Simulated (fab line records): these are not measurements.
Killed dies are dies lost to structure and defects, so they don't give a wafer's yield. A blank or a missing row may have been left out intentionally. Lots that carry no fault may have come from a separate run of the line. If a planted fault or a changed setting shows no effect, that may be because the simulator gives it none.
fab line records	flow n5-finfet
[record] lots = 7	wafers = 21
route steps=1938 shown BEOL_M10@1487 BEOL_M11@1575 BEOL_M12@1639 BEOL_M13@1659
start-h: hours from the record's first day to the start of the lot's first wafer shown	wait-h: hours elapsed since this lot's preceding step	" repeats the value in the row above	L1.1+2: a row that stands for several wafers	- no value present, or no start provided	* or withheld: withheld	< > ~ a bound
route shown NAME@n: names a module that has steps shown in the file, with the first one's number in the route	usual: the fault-free wafers' mean and standard deviation	same: alike in all rows	chamber/n: place in a boat	sites: readings site by site	_std_site: standard deviation of those values	_edge_site: the outer-site mean with the inner-site mean subtracted	radius-mm: how far each site lies from the wafer's centre	mask NAME#n: copy n	behind: tool/chamber where the wafer was last shaped	hold: what put the lot on hold/how long, in hours/how the hold closed	device: transistor that didn't switch, given as n, p or np	end of line: the same wafers' tests at the end of the route	step lacking rows: just its recipe	killed: the dies lost at the first sort to structure and to defects; this is not the yield of the wafer	map: a wafer's dies, x killed, . not, _ none there
set.NAME: the setting that was run; set.NAME@STEP: the one run at that earlier step	model.NAME: the simulator's own value behind a step, which no gauge read
one table per step and one row per wafer, for lots whose settings were changed on purpose
[[steps]]
[step N5_BEOL_M10_ETCH_61]
[recipe] chemistry = CF4	target = SiARC	target-depth-a = 390	mask-material = CAR-ArF	time-s = 65	ion-energy-ev = 80	pressure-mtorr = 40	source-w = 545	bias-w = 36	Ar_flow_sccm = 100	cf4-flow-sccm = 100	ends = cleared
lot.wafer	tool	chamber	start-h	wait-h	set.cf4-flow-sccm	set.dose-mj@BEOL_M10_EXPOSE_08	model.BEOL_M10.cd-offset-nm
L075.1	rie-diel-02	2	236.83	0.0	100	52.2	-2.2
L075.3	"	0	"	"	100	52.2	-1.6
L075.6	"	2	"	"	100	53.75	-0.8
L074.2	rie-diel-04	3	236.88	0.0	100	53.75	0.4
L074.4	"	2	"	"	100	53.75	1.4
L074.6	"	3	"	"	100	53.75	1
L077.3	rie-diel-01	0	267.39	0.0	120.8	55.42	1.4
L077.4	"	1	"	"	120.8	53.75	-0.6
L077.6	"	3	"	"	100	53.75	-0.4
L082.1	rie-diel-02	2	286.84	0.0	100	53.75	0.6
L082.2+3	"	0,3	"	"	100	53.75	1
L086.2	rie-diel-04	2	313.55	0.0	100	53.75	0.8
L086.5	"	3	"	"	100	52.46	-1.6
L086.6	"	2	"	"	100	53.75	-0.4
L090.1	rie-diel-04	0	326.34	0.0	100	50.39	-3.6
L090.3	"	3	"	"	100	53.75	0
L090.5	"	2	"	"	111.6	53.75	-0.6
L092.1	rie-diel-04	3	330.73	0.0	117.7	53.75	0.4
L092.4	"	1	"	"	117.7	55.93	2.4
L092.5	"	0	"	"	117.7	53.75	0.6
[step N5_BEOL_M10_ETCH_62]
[recipe] chemistry = N2/H2	target = SOC	target-depth-a = 1100	overetch-a = 220	mask-material = SiARC	temp-c = 40	time-s = 165	ion-energy-ev = 200	pressure-mtorr = 30	source-w = 840	bias-w = 150	n2-flow-sccm = 200	h2-flow-sccm = 200
lot.wafer	tool	chamber	start-h	wait-h	set.dose-mj@BEOL_M10_EXPOSE_08	model.BEOL_M10.cd-offset-nm
L075.1	rie-diel-02	2	236.88	0.0	52.2	-2
L075.3	"	0	"	"	52.2	-1.4
L075.6	"	2	"	"	53.75	-0.4
L074.2	rie-diel-04	3	236.93	0.0	53.75	0.8
L074.4+6	"	2,3	"	"	53.75	1.4
L077.3	rie-diel-01	0	267.44	0.0	55.42	1
L077.4	"	1	"	"	53.75	-0.8
L077.6	"	3	"	"	53.75	-0.6
L082.1	rie-diel-02	2	286.89	0.0	53.75	0.4
L082.2	"	0	"	"	53.75	1.2
L082.3	"	3	"	"	53.75	1
L086.2	rie-diel-04	2	313.63	0.1	53.75	0.6
L086.5	"	3	"	"	52.46	-1.4
L086.6	"	2	"	"	53.75	-0.4
L090.1	rie-diel-04	0	326.39	0.0	50.39	-3.8
L090.3	"	3	"	"	53.75	0.2
L090.5	"	2	"	"	53.75	-1
L092.1	rie-diel-04	3	330.78	0.0	53.75	0.4
L092.4	"	1	"	"	55.93	2
L092.5	"	0	"	"	53.75	0.2
[step N5_BEOL_M10_STRIP_68]
[recipe] chemistry = N2/H2	temp-c = 40	n2-flow-sccm = 200	h2-flow-sccm = 200	rf-frequency-hz = 6e+07
[step N5_BEOL_M10_STRIP_67]
[recipe] chemistry = CF4	resist = SiARC	power-w = 300	bias-power-w = 75	pressure-mtorr = 50	cf4-flow-sccm = 150	rf-frequency-hz = 6e+07
[step N5_BEOL_M10_HM_OPEN_17]
[recipe] chemistry = Cl2/BCl3	target-depth-a = 200	overetch-a = 60	target = TiN	mask-material = SOC	ion-energy-ev = 150	pressure-mtorr = 10	icp-w = 1000	bias-w = 126	Cl2_flow_sccm = 53.25	bcl3-flow-sccm = 21.75	Ar_flow_sccm = 25
[step N5_BEOL_M10_STRIP_19]
[recipe] chemistry = O2	power-w = 400	temp-c = 40	pressure-mtorr = 30	rf-frequency-hz = 6e+07	bias-power-w = 0	overash-fraction = 0.2	o2-flow-sccm = 225
[step N5_BEOL_M10_CD_MEAS_18]
[recipe] pitch-nm = 140	target-cd-nm = 70
[usual] cd-nm = 70.1/0.66
lot.wafer	tool	chamber	start-h	wait-h	set.dose-mj@BEOL_M10_EXPOSE_08	cd-nm
L075.1	cd-sem-03	-	237.24	0.0	52.2	68.4
L075.3	"	-	"	"	52.2	68.5
L075.6	"	-	"	"	53.75	69.3
L074.2	cd-sem-01	-	237.31	0.1	53.75	70.4
L074.4	"	-	"	"	53.75	71.3
L074.6	"	-	"	"	53.75	71.3
L077.3	cd-sem-03	-	267.81	0.1	55.42	71.1
L077.4	"	-	"	"	53.75	69.2
L077.6	"	-	"	"	53.75	69.4
L082.1	cd-sem-03	-	287.27	0.0	53.75	70.4
L082.2	"	-	"	"	53.75	71.1
L082.3	"	-	"	"	53.75	70.9
L086.2	cd-sem-01	-	314.11	0.1	53.75	70.6
L086.5	"	-	"	"	52.46	68.4
L086.6	"	-	"	"	53.75	70.2
L090.1	cd-sem-02	-	326.76	0.0	50.39	66.5
L090.3	"	-	"	"	53.75	70.6
L090.5	"	-	"	"	53.75	68.8
L092.1	cd-sem-01	-	331.21	0.0	53.75	70.8
L092.4	"	-	"	"	55.93	72.2
L092.5	"	-	"	"	53.75	70.2
[step N5_BEOL_M10_COAT_63]
[recipe] resist = SOC	temp-c = 250	time-s = 60	spin-rpm = 1500	resist-thk-nm = 100
[step N5_BEOL_M10_COAT_64]
[recipe] resist = SiARC	temp-c = 220	time-s = 60	spin-rpm = 1500	resist-thk-nm = 30
[step N5_BEOL_M10_PRECLEAN_42]
[recipe] chemistry = residue-remover	time-s = 60	temp-c = 40
[step N5_BEOL_M10_SRD_43]
[recipe] time-s = 30	temp-c = 23	rinse-liquid = diw	dry = ipa-marangoni
[step N5_BEOL_M10_CD_MEAS_35]
[recipe] target-cd-nm = 70	polarity = opening
[usual] cd-nm = 70.2/0.71
lot.wafer	tool	chamber	start-h	wait-h	set.dose-mj@BEOL_M10_EXPOSE_08	cd-nm
L075.1	cd-sem-01	-	239.03	0.0	52.2	67.9
L075.3	"	-	"	"	52.2	68.6
L075.6	"	-	"	"	53.75	69.5
L074.2	cd-sem-02	-	239.30	0.0	53.75	70.7
L074.4	"	-	"	"	53.75	71.6
L074.6	"	-	"	"	53.75	71.5
L077.3	cd-sem-02	-	270.20	0.0	55.42	71.2
L077.4	"	-	"	"	53.75	69.2
L077.6	"	-	"	"	53.75	69.9
L082.1	cd-sem-02	-	290.26	0.0	53.75	70.3
L082.2	"	-	"	"	53.75	71.2
L082.3	"	-	"	"	53.75	71.0
L086.2	cd-sem-02	-	315.27	0.0	53.75	70.3
L086.5	"	-	"	"	52.46	68.6
L086.6	"	-	"	"	53.75	69.4
L090.1	cd-sem-02	-	328.24	0.0	50.39	66.0
L090.3	"	-	"	"	53.75	70.2
L090.5	"	-	"	"	53.75	68.6
L092.1	cd-sem-01	-	334.69	0.0	53.75	70.5
L092.4	"	-	"	"	55.93	72.2
L092.5	"	-	"	"	53.75	70.6
[step N5_BEOL_M11_VIA_ETCH_34]
[recipe] chemistry = C4F6/O2	target = SiCOH_lowk	target-depth-a = 1845	mask-material = SOC	taper-deg = 4	time-s = 69.2	ion-energy-ev = 250	pressure-mtorr = 30	source-w = 345	bias-w = 185	Ar_flow_sccm = 300	C4F6_flow_sccm = 10	O2_flow_sccm = 10
lot.wafer	tool	chamber	start-h	wait-h	set.time-s	model.etch.depth-nm
L074.2	rie-diel-06	2	246.48	0.0	69.2	182.9
L074.4+6	"	0	"	"	69.2	186.8
L075.1	rie-diel-05	2	247.57	0.0	69.2	184.3
L075.3	"	0	"	"	69.2	177.4
L075.6	"	1	"	"	69.2	185.3
L077.3	rie-diel-06	2	275.29	0.0	69.2	181.8
L077.4	"	0	"	"	69.2	182.3
L077.6	"	0	"	"	69.2	182.1
L082.1	rie-diel-03	3	297.13	0.0	69.2	178.7
L082.2	"	2	"	"	74.32	196.1
L082.3	"	0	"	"	74.32	198.7
L086.2	rie-diel-06	0	322.44	0.0	69.2	179.6
L086.5	"	0	"	"	59.15	154.5
L086.6	"	1	"	"	69.2	186
L090.1	rie-diel-05	2	333.84	0.0	78.55	208.9
L090.3	"	1	"	"	69.2	184.7
L090.5	"	0	"	"	78.55	203.9
L092.1	rie-diel-05	2	345.09	0.0	69.2	185.6
L092.4	"	2	"	"	69.2	184
L092.5	"	3	"	"	64.95	171.1
[step N5_BEOL_M11_CURE_72]
[recipe] temp-c = 370	time-s = 120	ambient = DMADMS/He	material = SiCOH_lowk
[usual] lamp-power-pct = 52.32/0.054
lot.wafer	tool	chamber	start-h	wait-h	set.time-s	lamp-power-pct
L074.2	uv-cure-03	1	247.01	0.1	120	52.30
L074.4	"	1	"	"	120	52.32
L074.6	"	1	"	"	120	52.27
L075.1	uv-cure-03	2	248.05	0.0	120	52.33
L075.3	"	2	"	"	120	52.27
L075.6	"	2	"	"	120	52.37
L077.3	uv-cure-01	2	275.87	0.1	120	52.37
L077.4	"	2	"	"	145.7	51.32
L077.6	"	2	"	"	120	52.43
L082.1	uv-cure-03	1	297.61	0.0	120	52.37
L082.2	"	1	"	"	120	52.24
L082.3	"	1	"	"	120	52.34
L086.2	uv-cure-03	2	322.97	0.1	120	52.41
L086.5	"	2	"	"	120	52.34
L086.6	"	2	"	"	101.3	52.35
L090.1	uv-cure-02	0	334.32	0.0	120	52.33
L090.3	"	0	"	"	120	52.27
L090.5	"	0	"	"	132.5	51.66
L092.1	uv-cure-01	0	345.72	0.2	129.7	51.93
L092.4	"	0	"	"	129.7	52.02
L092.5	"	0	"	"	120	52.39
[step N5_BEOL_M12_TRENCH_ETCH_34]
[recipe] chemistry = C4F8/O2/Ar	target = SiOC	target-depth-a = 3189.5	mask-material = SOC	pressure-mtorr = 30	source-w = 3000	bias-w = 700	Ar_flow_sccm = 400	C4F8_flow_sccm = 15	O2_flow_sccm = 8	he-inner-torr = 15	he-outer-torr = 30	time-s = 125.5	ion-energy-ev = 250
lot.wafer	tool	chamber	start-h	wait-h	set.time-s	model.etch.depth-nm
L074.2	rie-diel-04	2	251.57	0.0	125.5	315.4
L074.4	"	3	"	"	125.5	314.9
L074.6	"	1	"	"	125.5	315
L075.1	rie-diel-04	2	253.43	0.0	102.3	256.8
L075.3	"	1	"	"	125.5	310.1
L075.6	"	1	"	"	102.3	254.1
L077.3	rie-diel-01	0	280.64	0.0	111.3	281.8
L077.4	"	2	"	"	111.3	287.7
L077.6	"	1	"	"	125.5	321.5
L082.1	rie-diel-02	0	303.51	0.0	143.8	361.7
L082.2	"	2	"	"	125.5	327.1
L082.3	"	3	"	"	125.5	325.1
L086.2	rie-diel-01	1	328.55	0.0	125.5	326.1
L086.5	"	3	"	"	125.5	321.6
L086.6	"	2	"	"	125.5	323.1
L090.1	rie-diel-01	2	338.86	0.0	134.6	350.2
L090.3	"	0	"	"	134.6	340.1
L090.5	"	2	"	"	125.5	324.5
L092.1	rie-diel-04	0	349.99	0.0	105.3	264.9
L092.4	"	1	"	"	125.5	319.7
L092.5	"	2	"	"	105.3	262.8
[step N5_BEOL_M12_STRIP_70]
[recipe] chemistry = C4F8/O2/Ar	resist = SiARC	rf-frequency-hz = 6e+07
[step N5_BEOL_M12_OCD_MEAS_35]
[usual] trench-depth-nm = 317/5.1
lot.wafer	tool	chamber	start-h	wait-h	set.time-s@BEOL_M12_TRENCH_ETCH_34	trench-depth-nm
L074.2	ocd-01	-	251.72	0.0	125.5	315
L074.4	"	-	"	"	125.5	315
L074.6	"	-	"	"	125.5	315
L075.1	ocd-01	-	253.58	0.0	102.3	257
L075.3	"	-	"	"	125.5	310
L075.6	"	-	"	"	102.3	254
L077.3	ocd-01	-	280.80	0.0	111.3	282
L077.4	"	-	"	"	111.3	288
L077.6	"	-	"	"	125.5	321
L082.1	ocd-01	-	303.67	0.0	143.8	362
L082.2	"	-	"	"	125.5	327
L082.3	"	-	"	"	125.5	325
L086.2	ocd-02	-	328.71	0.0	125.5	326
L086.5	"	-	"	"	125.5	322
L086.6	"	-	"	"	125.5	323
L090.1	ocd-01	-	339.01	0.0	134.6	351
L090.3	"	-	"	"	134.6	340
L090.5	"	-	"	"	125.5	324
L092.1	ocd-02	-	350.15	0.0	105.3	265
L092.4	"	-	"	"	125.5	320
L092.5	"	-	"	"	105.3	263
[step N5_BEOL_M12_SPUTTER_43]
[recipe] material = TaN	target-thk-a = 150	temp-c = 50	bias-v = 168.6	power-w = 15000	chamber-pressure-pa = 0.12	time-s = 24.19
lot.wafer	tool	chamber	start-h	wait-h	set.time-s	model.TaN_of_BEOL_M12_SPUTTER_43.thk-nm
L074.2	pvd-sputter-03	-	255.27	0.0	24.19	15
L074.4+6	"	-	"	"	24.19	14.8
L075.1+6	pvd-sputter-01	-	255.94	0.0	24.19	14.6
L075.3	"	-	"	"	24.19	14.8
L077.3+6	pvd-sputter-02	-	282.60	0.0	24.19	15
L077.4	"	-	"	"	24.19	14.8
L082.1	pvd-sputter-01	-	306.64	0.0	27.43	17
L082.2	"	-	"	"	24.19	14.8
L082.3	"	-	"	"	27.43	16.8
L086.2	pvd-sputter-02	-	330.29	0.0	24.19	15
L086.5	"	-	"	"	24.19	15.2
L086.6	"	-	"	"	21.46	13.4
L090.1	pvd-sputter-02	-	339.60	0.0	24.19	15
L090.3	"	-	"	"	26.5	16
L090.5	"	-	"	"	26.5	16.2
L092.1+5	pvd-sputter-02	-	353.28	0.0	22.41	14
L092.4	"	-	"	"	24.19	15.2
[step N5_BEOL_M12_SPUTTER_44]
[recipe] material = Ta	target-thk-a = 100	temp-c = 50	bias-v = 80	power-w = 15000	chamber-pressure-pa = 0.07	time-s = 16.13
[step N5_BEOL_M12_SPUTTER_45]
[recipe] material = Cu	target-thk-a = 800	temp-c = -20	bias-v = 60	power-w = 26000	chamber-pressure-pa = 0.13	time-s = 13.33
[step N5_BEOL_M12_ECD_47]
[recipe] material = Cu	target-thk-a = 7200
[step N5_BEOL_M12_ANNEAL_48]
[recipe] temp-c = 225	time-s = 90	ambient = N2
[step N5_BEOL_M12_CMP_49]
[recipe] stop-on = SiOC	t-overpolish-s = 20.6	down-force-psi = 1	platen-rpm = 50	clearing-platen-down-force-psi = 1.5	clearing-platen-rpm = 50	post-cmp-clean = cu-alkaline	target-thk-nm = 320	clearing-platen-pad-velocity-m-s = 0.99484	pad-velocity-m-s = 0.99484
lot.wafer	tool	chamber	start-h	wait-h	set.time-s@BEOL_M12_TRENCH_ETCH_34	model.Cu_of_BEOL_M12_ECD_47.thk-nm
L074.2	cmp-02	2	257.25	0.4	125.5	318.8
L074.4	"	3	"	"	125.5	316.8
L074.6	"	2	"	"	125.5	316.4
L075.1	cmp-02	0	258.21	0.3	102.3	258
L075.3	"	2	"	"	125.5	311.2
L075.6	"	0	"	"	102.3	256.2
L077.3	cmp-02	1	283.32	0.2	111.3	282.4
L077.4	"	3	"	"	111.3	288.2
L077.6	"	2	"	"	125.5	320.6
L082.1	cmp-01	0	307.36	0.3	143.8	361
L082.2	"	1	"	"	125.5	329
L082.3	"	2	"	"	125.5	324.6
L086.2	cmp-03	3	331.01	0.2	125.5	326.2
L086.5	"	3	"	"	125.5	322
L086.6	"	0	"	"	125.5	324.6
L090.1	cmp-01	2	340.49	0.3	134.6	352.8
L090.3	"	3	"	"	134.6	342.8
L090.5	"	1	"	"	125.5	328.4
L092.1	cmp-03	0	354.01	0.3	105.3	267.2
L092.4	"	3	"	"	125.5	319
L092.5	"	0	"	"	105.3	264.6
[step N5_BEOL_M12_THK_MEAS_50]
[recipe] thk-meas-gauge = xrf	reads = Cu_of_BEOL_M12_ECD_47
[usual] M12_THK = 317/5.8
lot.wafer	tool	chamber	start-h	wait-h	set.time-s@BEOL_M12_TRENCH_ETCH_34	M12_THK[nm]
L074.2	film-metro-02	-	257.50	-	125.5	320
L074.4	"	-	"	"	125.5	318
L074.6	"	-	"	"	125.5	317
L075.1	film-metro-01	-	258.50	-	102.3	255
L075.3	"	-	"	"	125.5	306
L075.6	"	-	"	"	102.3	253
L077.3	film-metro-02	-	283.61	-	111.3	282
L077.4	"	-	"	"	111.3	290
L077.6	"	-	"	"	125.5	319
L082.1	film-metro-01	-	307.66	-	143.8	359
L082.2	"	-	"	"	125.5	326
L082.3	"	-	"	"	125.5	322
L086.2	film-metro-01	-	331.30	-	125.5	327
L086.5	"	-	"	"	125.5	322
L086.6	"	-	"	"	125.5	325
L090.1	film-metro-02	-	340.71	-	134.6	354
L090.3	"	-	"	"	134.6	342
L090.5	"	-	"	"	125.5	327
L092.1	film-metro-01	-	354.31	-	105.3	263
L092.4	"	-	"	"	125.5	315
L092.5	"	-	"	"	105.3	263
[step N5_BEOL_M12_PRE_CLEAN_52]
[recipe] gas = NH3	time-s = 15	temp-c = withheld	rf-power-w = 300
[step N5_BEOL_M12_DEP_53]
[recipe] material = SiCN	target-thk-a = 300	temp-c = withheld	precursor = 3MS/NH3	pressure-torr = 3	rf-w = 675	time-s = 10.5
[step N5_BEOL_M12_RS_MEAS_54]
[recipe] thk-meas-gauge = four-point-probe	reads = Cu_of_BEOL_M12_ECD_47+Ta_of_BEOL_M12_SPUTTER_44+TaN_of_BEOL_M12_SPUTTER_43
[usual] M12_RS = 0.0604/0.0011
lot.wafer	tool	chamber	start-h	wait-h	set.time-s@BEOL_M12_TRENCH_ETCH_34	M12_RS[ohm/sq]
L074.2	film-metro-02	-	257.63	0.0	125.5	0.0603
L074.4	"	-	"	"	125.5	0.0606
L074.6	"	-	"	"	125.5	0.0609
L075.1	film-metro-02	-	258.63	0.0	102.3	0.0751
L075.3	"	-	"	"	125.5	0.0619
L075.6	"	-	"	"	102.3	0.0759
L077.3	film-metro-01	-	283.74	0.0	111.3	0.0683
L077.4	"	-	"	"	111.3	0.0670
L077.6	"	-	"	"	125.5	0.0599
L082.1	film-metro-02	-	307.78	0.0	143.8	0.0530
L082.2	"	-	"	"	125.5	0.0584
L082.3	"	-	"	"	125.5	0.0591
L086.2	film-metro-02	-	331.46	0.1	125.5	0.0588
L086.5	"	-	"	"	125.5	0.0597
L086.6	"	-	"	"	125.5	0.0592
L090.1	film-metro-01	-	340.83	0.0	134.6	0.0542
L090.3	"	-	"	"	134.6	0.0558
L090.5	"	-	"	"	125.5	0.0584
L092.1	film-metro-01	-	354.43	0.0	105.3	0.0725
L092.4	"	-	"	"	125.5	0.0601
L092.5	"	-	"	"	105.3	0.0732
[step N5_BEOL_M13_ILD_DEP_00]
[recipe] material = SiOC	target-thk-a = 8379.2	temp-c = 350	precursor = DEMS/O2	pressure-torr = 5	rf-w = 500	time-s = 166.4
lot.wafer	tool	chamber	start-h	wait-h	set.time-s	model.SiOC_of_BEOL_M13_ILD_DEP_00.thk-nm
L074.2	pecvd-04	1	257.69	0.0	166.4	832.2
L074.4	"	2	"	"	166.4	835.2
L074.6	"	1	"	"	166.4	850
L075.1	pecvd-04	2	258.69	0.0	166.4	816
L075.3	"	1	"	"	166.4	831.2
L075.6	"	1	"	"	145.6	735.2
L077.3	pecvd-04	1	283.80	0.0	166.4	835.2
L077.4	"	2	"	"	166.4	839.4
L077.6	"	0	"	"	166.4	846.6
L082.1	pecvd-04	2	307.85	0.0	166.4	837.2
L082.2	"	0	"	"	166.4	829.8
L082.3	"	1	"	"	166.4	848
L086.2	pecvd-04	2	331.52	0.0	166.4	824.8
L086.5	"	1	"	"	189.4	959.6
L086.6	"	0	"	"	189.4	943.8
L090.1	pecvd-02	2	340.90	0.0	166.4	860.6
L090.3	"	0	"	"	166.4	845
L090.5	"	1	"	"	182.4	941.4
L092.1	pecvd-02	0	354.50	0.0	166.4	836.8
L092.4	"	2	"	"	166.4	857.8
L092.5	"	0	"	"	166.4	844.4
[step N5_BEOL_M13_THK_MEAS_01]
[recipe] reads = SiOC_of_BEOL_M13_ILD_DEP_00
[usual] M13_ILD_THK = 838/12
lot.wafer	tool	chamber	start-h	wait-h	set.time-s@BEOL_M13_ILD_DEP_00	M13_ILD_THK[nm]
L074.2	film-metro-02	-	257.84	0.1	166.4	832
L074.4	"	-	"	"	166.4	835
L074.6	"	-	"	"	166.4	851
L075.1	film-metro-02	-	258.90	0.2	166.4	816
L075.3	"	-	"	"	166.4	831
L075.6	"	-	"	"	145.6	735
L077.3	film-metro-02	-	283.95	0.1	166.4	836
L077.4	"	-	"	"	166.4	839
L077.6	"	-	"	"	166.4	847
L082.1	film-metro-01	-	308.00	0.1	166.4	838
L082.2	"	-	"	"	166.4	829
L082.3	"	-	"	"	166.4	848
L086.2	film-metro-01	-	331.67	0.1	166.4	825
L086.5	"	-	"	"	189.4	959
L086.6	"	-	"	"	189.4	944
L090.1	film-metro-01	-	341.05	0.1	166.4	861
L090.3	"	-	"	"	166.4	845
L090.5	"	-	"	"	182.4	941
L092.1	film-metro-01	-	354.65	0.1	166.4	837
L092.4	"	-	"	"	166.4	858
L092.5	"	-	"	"	166.4	844
[[key]]
[split] step = N5_BEOL_M10_ETCH_61	setting = cf4-flow-sccm	stated = 100	by = wafer
response none clear
[split] step = N5_BEOL_M11_VIA_ETCH_34	setting = time-s	stated = 69.2	by = wafer
[response] step = N5_BEOL_M11_VIA_ETCH_34	reading = model.etch.depth-nm	change = +1.9	per = 1%	r = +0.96
[split] step = N5_BEOL_M11_CURE_72	setting = time-s	stated = 120	by = wafer
[response] step = N5_BEOL_M11_CURE_72	reading = lamp-power-pct	shape = bent	at-lowest = *	at-stated = *	at-highest = *
[split] step = N5_BEOL_M12_TRENCH_ETCH_34	setting = time-s	stated = 125.5	by = wafer
[response] step = N5_BEOL_M12_TRENCH_ETCH_34	reading = model.etch.depth-nm	change = +3.01	per = 1%	r = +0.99
[response] step = N5_BEOL_M12_OCD_MEAS_35	reading = trench-depth-nm	change = +3.03	per = 1%	r = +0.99
[response] step = N5_BEOL_M12_CMP_49	reading = model.Cu_of_BEOL_M12_ECD_47.thk-nm	change = +2.91	per = 1%	r = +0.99
[response] step = N5_BEOL_M12_THK_MEAS_50	reading = M12_THK	change = +2.86	per = 1%	r = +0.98
[response] step = N5_BEOL_M12_RS_MEAS_54	reading = M12_RS	change = -0.000657	per = 1%	r = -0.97
[split] step = N5_BEOL_M12_SPUTTER_43	setting = time-s	stated = 24.19	by = wafer
[response] step = N5_BEOL_M12_SPUTTER_43	reading = model.TaN_of_BEOL_M12_SPUTTER_43.thk-nm	change = +0.147	per = 1%	r = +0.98
[split] step = N5_BEOL_M13_ILD_DEP_00	setting = time-s	stated = 166.4	by = wafer
[response] step = N5_BEOL_M13_ILD_DEP_00	reading = model.SiOC_of_BEOL_M13_ILD_DEP_00.thk-nm	change = +8.44	per = 1%	r = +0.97
[response] step = N5_BEOL_M13_THK_MEAS_01	reading = M13_ILD_THK	change = +8.41	per = 1%	r = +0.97
split outside-this-file step=N5_BEOL_M10_EXPOSE_08 setting=dose-mj
// split outside-this-file: this setting was split too, and the file shows its column; the key of that split is in another file
